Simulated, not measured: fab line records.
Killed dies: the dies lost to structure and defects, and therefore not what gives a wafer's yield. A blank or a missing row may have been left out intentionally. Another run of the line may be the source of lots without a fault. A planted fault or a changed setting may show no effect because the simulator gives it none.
A lot that was struck, set against a sound lot + flow n5 finfet + 26 out of 1938 route steps
Sound: the wafers L388.1, L388.4, L388.5. Wafers L389.2, L389.4, L389.5 were the ones struck. The cause is named last.
Per side, at each step with rows, come the tool, then ch with its chambers, and then its first start. Under that, the readings that differ: sound wafers + struck wafers + difference of the means + sigmas: that difference in standard deviations of wafers without a fault.
alike: same words and numbers on both sides, and readings whose means sit less than 2 such deviations apart. not compared: any withheld reading, any reading some wafer has no value for, any bound like >300 that may hide the same value, and any number with overlapping values for which the record gives no deviation.
A row with sigmas, a row that says differs or no value, or rows on one side alone: a step with any of these is where the two part. Numbers that have no deviation but don't overlap get no sigmas and don't part them. A reading that every wafer of one side lacks parts them only if that side has two wafers or more.

first, 2 steps without rows for these wafers: N5_SD_EPI_N_SRD_20 (time 30 s); N5_SD_EPI_N_PRECLEAN_48 (cleans in NF3:NH3, afs cycles 2, time 20 s, sublimation time 60 s).
N5_SD_EPI_N_VAPOR_ETCH_50: etches Si in HCl, time 54 s.
  sound on epi rpcvd-01 ch 0, day 4 15:21; struck on epi rpcvd-01 ch 0, day 5 00:31
  alike: throttle valve pct
then, 1 step without rows for these wafers: N5_SD_EPI_N_EPI_21 (deposits Si:P, time 690 s).
N5_SD_EPI_N_EPI_MEAS_23:
  struck on film metro-01, day 5 02:23; sound on film metro-02, day 4 17:15
  alike: thk nm
then, 3 steps without rows for these wafers: N5_SD_EPI_N_PRECLEAN_24 (cleans in O3/DIW, time 60 s); N5_SD_EPI_N_SRD_25 (time 30 s); N5_SD_EPI_N_PRECLEAN_49 (cleans in NF3:NH3, afs cycles 1, time 20 s, sublimation time 60 s).
N5_SD_EPI_N_LINER_46: material SiNx, target thk 3 nm.
  sound on ald sin-02 ch 1,2,3, day 4 17:54; struck on ald sin-02 ch 1,2, day 5 03:11
  alike: heater power w
N5_SD_EPI_N_INSPECT_26: inspects for defects (darkfield).
  struck on defect inspect-01, day 5 03:37; sound on defect inspect-01, day 4 18:09
  alike: raw defect count
then, 2 steps without rows for these wafers: N5_SD_EPI_P_COAT_34 (time 60 s, resist thk 350 nm); N5_SD_EPI_P_COAT_35 (time 60 s, resist thk 35 nm).
N5_SD_EPI_P_COAT_03: resist thk 150 nm.
  sound on litho track-05 ch 0, day 4 18:11; struck on litho track-05 ch 0, day 5 03:39
| reading                                             | sound                | struck               | difference | sigmas |
|-----------------------------------------------------|----------------------|----------------------|------------|--------|
| spin speed rpm (rpm)                                | 1499.7 1499.4 1501.7 | 1535.5 1535.0 1535.1 | +34.9      | +39    |
| model.CAR-ArF-block_of_SD_EPI_P_COAT_03.thk nm (nm) | 149.4 149.2 149.2    | 148.2 147.8 148.6    | -1.1       |        |
then, 5 steps without rows for these wafers: N5_SD_EPI_P_EBR_05; N5_SD_EPI_P_SOFTBAKE_04 (time 60 s); N5_SD_EPI_P_EXPOSE_06 (exposes mask SD P BLK, target cd 240 nm); N5_SD_EPI_P_PEB_07 (peb time 60 s); N5_SD_EPI_P_DEVELOP_08 (develop time 30 s).
N5_SD_EPI_P_CD_MEAS_09: the cd target is 240 nm.
  sound on cd sem-02 ch 0, day 4 18:26; struck on cd sem-03 ch 0, day 5 04:01
  alike: cd nm
N5_SD_EPI_P_OVL_MEAS_10:
  sound on overlay-02 ch 0, day 4 18:28; struck on overlay-01 ch 0, day 5 04:02
  alike: SD_P_BLK_OVL
N5_SD_EPI_P_INSPECT_11: inspects for defects (macro).
  struck on defect inspect-01, day 5 04:04; sound on defect inspect-02, day 4 18:29
  alike: raw defect count
N5_SD_EPI_P_DESCUM_14: chemistry O2, time 7.9 s.
  sound on rie diel-02 ch 0,3, day 4 18:31; struck on rie diel-06 ch 2,3, day 5 04:06
| reading                     | sound       | struck      | difference | sigmas |
|-----------------------------|-------------|-------------|------------|--------|
| drypump motor current A (A) | 5.5 5.6 5.6 | 5.9 6.4 6.4 | +0.7       | +2     |
  alike: chamber pressure mTorr, o2 flow sccm, oes product au, rf vpp V, showerhead plenum p Torr, throttle valve pct
  not compared: rf hours counter h
N5_SD_EPI_P_ETCH_36: etches SiARC in CF4, target depth 45.5 nm, time 75.8 s.
  sound on rie diel-02 ch 0,3, day 4 18:33; struck on rie diel-06 ch 2,3, day 5 04:08
| reading                                             | sound           | struck          | difference | sigmas |
|-----------------------------------------------------|-----------------|-----------------|------------|--------|
| drypump motor current A (A)                         | 5.6 5.6 5.5     | 5.9 6.5 6.5     | +0.7       | +2     |
| model.CAR-ArF-block_of_SD_EPI_P_COAT_03.thk nm (nm) | 110.4 110.2 110 | 109 108.8 109.4 | -1         |        |
  alike: bias w, cf4 flow sccm, chamber pressure mTorr, etch rf on time s, oes product au, rf vpp V, showerhead plenum p Torr, throttle valve pct
  not compared: rf hours counter h
N5_SD_EPI_P_ETCH_37: etches SOC in N2/H2, overetch 108 nm, time 486 s.
  sound on rie diel-02 ch 0,3, day 4 18:37; struck on rie diel-06 ch 2,3, day 5 04:11
| reading                     | sound       | struck      | difference | sigmas |
|-----------------------------|-------------|-------------|------------|--------|
| drypump motor current A (A) | 5.5 5.6 5.5 | 5.9 6.4 6.5 | +0.7       | +2     |
  alike: bias w, chamber pressure mTorr, oes product au, rf vpp V, showerhead plenum p Torr, throttle valve pct
  not compared: rf hours counter h
-- a jump in the record: the struck wafers' starts before and after are 5 days apart (it breaks off in module SD_EPI_P and resumes in module BEOL_M4, where the first step shown is number 1111 of the route) --
N5_BEOL_M4_RC_MEAS_101:
  sound on prober-02 ch 0, day 9 16:07; struck on prober-02 ch 0, day 9 19:18
  alike: DIBL_N, DIBL_P, IOFF_N, IOFF_P, ION_N, ION_P, SS_N, SS_P, VT_N, VT_P
N5_PASSIVATION_PROBE_49:
  the record holds rows for the sound wafers here (prober-02, day 13 17:17) but none for the struck ones

## WHERE THEY PART
Last at N5_PASSIVATION_PROBE_49 as far as this record goes, first at N5_SD_EPI_P_COAT_03.

WHY: whatever the simulator had introduced
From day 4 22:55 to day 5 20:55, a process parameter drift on litho track-05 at N5_SD_EPI_P_COAT_03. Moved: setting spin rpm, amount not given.
